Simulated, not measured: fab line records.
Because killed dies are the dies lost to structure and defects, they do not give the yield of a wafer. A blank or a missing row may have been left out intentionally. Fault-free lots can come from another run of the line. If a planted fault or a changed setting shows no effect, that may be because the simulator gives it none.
Chamber matching	flow n5Finfet	rieDiel-06 running N5_SD_EPI_P_ETCH_37: 4 sister chambers
The step etches SOC in N2/H2, overetch 108 nm, time 486 s. 14 wafers are shown with their chamber, then 7 later ones without.

## EACH WAFER AND ITS CHAMBER
wafer	chamber	showerheadPlenumPTorr (Torr)	drypumpMotorCurrentA (A)	throttleValvePct (%)
L075.2	3	2.36	5.9	23.6
L075.5	2	2.49	5.6	24.1
L075.6	0	2.44	6.5	23.4
L076.1	1	2.72	6.5	23.8
L076.4	2	2.49	5.6	24.1
L076.6	1	2.72	6.5	23.8
L087.1	1	2.71	6.5	23.8
L087.2	3	2.35	5.9	23.7
L087.3	0	2.44	6.6	23.5
L089.1	3	2.35	5.9	23.7
L089.3	0	2.44	6.5	23.5
L089.4	1	2.71	6.5	23.8
L093.1	1	2.71	6.5	23.8
L093.4	0	2.43	6.5	23.5

SIGNATURES (means of the wafers above)
reading	chamber 0	chamber 1	chamber 2	chamber 3	scatter within a chamber
showerheadPlenumPTorr	2.4375	2.7140	2.4900	2.3533	0.00512
drypumpMotorCurrentA	6.525	6.500	5.600	5.900	0.0274
throttleValvePct	23.475	23.800	24.100	23.667	0.0376
Rule: for a wafer and a chamber, the distance is found by dividing, reading by reading, the gap between the wafer's reading and the chamber's mean by the reading's scatter, squaring, summing and taking the root. The wafer belongs to the nearest chamber; if the next one is less than 2 further off, it can't be placed. The scatter: take each reading less its chamber's mean, square it, sum over the shown wafers, divide by the number of wafers less the number of chambers, and take the root.

## WAFERS WITHOUT THEIR CHAMBER
wafer	showerheadPlenumPTorr (Torr)	drypumpMotorCurrentA (A)	throttleValvePct (%)
L093.6	2.43	6.5	23.5
L094.1	2.71	6.5	23.8
L094.2	2.35	5.9	23.7
L094.3	2.43	6.5	23.5
L096.2	2.47	5.6	24.2
L096.3	2.43	6.6	23.5
L096.5	2.35	5.9	23.7

## EACH ONE'S CHAMBER
wafer	from the rows above	in truth
L093.6	0	0
L094.1	1	1
L094.2	3	3
L094.3	0	0
L096.2	2	2
L096.3	0	0
L096.5	3	3
Placed correctly: 7 of 7. From these rows, 0 cannot be placed. Placed wrongly: 0.
